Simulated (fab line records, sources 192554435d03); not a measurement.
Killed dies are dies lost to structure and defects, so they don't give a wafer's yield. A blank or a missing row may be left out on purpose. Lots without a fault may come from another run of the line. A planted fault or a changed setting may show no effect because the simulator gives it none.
Split-lot experiment | flow n5_finfet | 7 lots, 39 wafers read, on a route of 1938 steps

THE SPLIT
At N5_BEOL_M0_SAQP_PECVD_04 (deposits a-Si from SiH4/He, target thk 60 nm, time 60.2 s), the setting time_s was moved away from the recipe's 60.2 s on 15 of the 39 wafers read, by -34.4% to +54.4%. The other wafers ran this setting at the recipe's value.

FROM THE SPLIT TO THE READING: what the file shows between them, 5 steps
- N5_BEOL_M0_SAQP_THK_MEAS_05
- N5_BEOL_M0_SAQP_HM_DEP_111: deposits SiO2 from SiH4/N2O, target thk 12 nm, time 7.2 s
- N5_BEOL_M0_SAQP_COAT_81: time 60 s, resist thk 100 nm
- N5_BEOL_M0_SAQP_HM_OPEN_112: chemistry CHF3/O2, target SiO2, stops on a-Si, target depth 12 nm, time 13.5 s
- N5_BEOL_M0_SAQP_STRIP_113: strips in CHF3/O2

THE READING
oes_product_au, in a.u., at N5_BEOL_M0_SAQP_MANDREL_ETCH_20 (etches a-Si in HBr/Cl2, stops on SiNx, target depth 60 nm, bt time 10 s, time 30 s). Fault-free wafers of this fab line usually give 0.778 a.u., standard deviation 0.012 a.u..

wafer  | tool, chamber at the split | time_s as run, s | against the recipe | oes_product_au, a.u. | against lot-mates on the recipe
L077.1 | pecvd-04, 0                | 60.2             | recipe             | 0.775                | -
L077.2 | pecvd-04, 2                | 60.2             | recipe             | 0.780                | -
L077.3 | pecvd-04, 1                | 60.2             | recipe             | 0.785                | -
L077.4 | pecvd-04, 0,1              | 60.2             | recipe             | 0.772                | -
L077.5 | pecvd-04, 0,1              | 60.2             | recipe             | 0.789                | -
L077.6 | pecvd-04, 2                | 60.2             | recipe             | 0.787                | -
L078.1 | pecvd-01, 1                | 73.57            | +22.2%             | 0.869                | +0.095
L078.2 | pecvd-01, 0                | 60.2             | recipe             | 0.762                | -
L078.3 | pecvd-01, 2                | 73.57            | +22.2%             | 0.876                | +0.102
L078.4 | pecvd-01, 2                | 60.2             | recipe             | 0.773                | -
L078.5 | pecvd-01, 0                | 73.57            | +22.2%             | 0.883                | +0.109
L078.6 | pecvd-01, 1                | 60.2             | recipe             | 0.787                | -
L079.1 | pecvd-01, 1                | 39.47            | -34.4%             | 0.633                | -0.161
L079.2 | pecvd-01, 2                | 39.47            | -34.4%             | 0.618                | -0.176
L079.3 | pecvd-01, 2                | 60.2             | recipe             | 0.797                | -
L079.4 | pecvd-01, 1                | 60.2             | recipe             | 0.772                | -
L079.5 | pecvd-01, 1                | 60.2             | recipe             | 0.814                | -
L079.6 | pecvd-01, 2                | 39.47            | -34.4%             | 0.626                | -0.168
L088.1 | pecvd-01, 2                | 60.2             | recipe             | 0.762                | -
L088.2 | pecvd-01, 1                | 60.2             | recipe             | 0.769                | -
L088.3 | pecvd-01, 0                | 89.18            | +48.1%             | 0.978                | +0.209
L088.4 | pecvd-01, 2                | 89.18            | +48.1%             | 0.993                | +0.224
L088.5 | pecvd-01, 1                | 60.2             | recipe             | 0.777                | -
L088.6 | pecvd-01, 0                | 89.18            | +48.1%             | 0.997                | +0.228
L089.2 | pecvd-02, 1,0              | 60.2             | recipe             | 0.769                | -
L089.3 | pecvd-02, 1                | 60.2             | recipe             | 0.795                | -
L089.4 | pecvd-02, 1,0              | 60.2             | recipe             | 0.786                | -
L090.1 | pecvd-02, 0                | 60.2             | recipe             | 0.756                | -
L090.2 | pecvd-02, 1                | 77.26            | +28.3%             | 0.885                | +0.113
L090.3 | pecvd-02, 1                | 60.2             | recipe             | 0.779                | -
L090.4 | pecvd-02, 0                | 77.26            | +28.3%             | 0.915                | +0.143
L090.5 | pecvd-02, 1                | 60.2             | recipe             | 0.780                | -
L090.6 | pecvd-02, 0                | 77.26            | +28.3%             | 0.885                | +0.113
L094.1 | pecvd-04, 0                | 92.96            | +54.4%             | 1.007                | +0.232
L094.2 | pecvd-04, 2                | 60.2             | recipe             | 0.762                | -
L094.3 | pecvd-04, 1                | 92.96            | +54.4%             | 1.007                | +0.232
L094.4 | pecvd-04, 1                | 92.96            | +54.4%             | 0.997                | +0.222
L094.5 | pecvd-04, 2                | 60.2             | recipe             | 0.786                | -
L094.6 | pecvd-04, 0                | 60.2             | recipe             | 0.776                | -
Where a row lists several chambers, the file gives one row for several wafers and doesn't say which wafer went through which chamber.

THE FIT
A straight line over all 39 wafers: oes_product_au changes by +0.00428 a.u. for each +1% of time_s; r = +0.99; the points scatter about the line by 0.012 a.u..
The same after taking each lot's own level away (the mean of its wafers on the recipe; 39 wafers): +0.00449 a.u. for each +1%; r = +0.99; scatter 0.011 a.u..
On that fit, the largest move of time_s shifts the reading by 0.24 a.u..
The lots' own levels span 0.7693 to 0.7943 a.u., that is 2.1 times the standard deviation above.
So the lot-to-lot level changes the slope little: the two slopes agree.
Check: with one of the wafers moved furthest among these (+54.4%) left out of the fit, the line predicts +0.244 a.u. for it against its lot-mates. It came out at +0.232 a.u. against them.

OTHER SPLITS ON THESE WAFERS
These wafers also went through other splits before the reading. Each is held against what the fit with the lots' levels taken away leaves over:
other split on the same wafers       | wafers away from the commonest value | r with oes_product_au (lot level and that fit taken away)
N5_FIN_SAQP_HM_DEP_03 time_s         | 12                                   | +0.19
N5_STI_FIN_REVEAL_ETCHBACK_08 time_s | 18                                   | +0.04
N5_SD_EPI_N_DESCUM_14 time_s         | 12                                   | +0.48

THE WHOLE CHAIN: every reading that the file lists as answering this split, in the file's order
step                            | what it does                                                                       | reading                                                                               | change (the file's fit)                   | r (the file's)
N5_BEOL_M0_SAQP_PECVD_04        | deposits a-Si from SiH4/He, target thk 60 nm, time 60.2 s                          | a-Si_of_BEOL_M0_SAQP_PECVD_04.thk_nm (the simulator's own value, which no gauge read) | +0.609 nm for each +1% of the setting     | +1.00
N5_BEOL_M0_SAQP_THK_MEAS_05     |                                                                                    | thk_nm                                                                                | withheld for each +1% of the setting      | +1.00
N5_BEOL_M0_SAQP_MANDREL_ETCH_20 | etches a-Si in HBr/Cl2, stops on SiNx, target depth 60 nm, bt time 10 s, time 30 s | oes_product_au                                                                        | +0.00446 a.u. for each +1% of the setting | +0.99
N5_BEOL_M0_SAQP_MANDREL_ETCH_20 | etches a-Si in HBr/Cl2, stops on SiNx, target depth 60 nm, bt time 10 s, time 30 s | etch.depth_nm (the simulator's own value, which no gauge read)                        | +0.588 nm for each +1% of the setting     | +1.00

THE FILE'S OWN FIT
oes_product_au changes by +0.00446 a.u. for each +1% of time_s, r = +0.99.
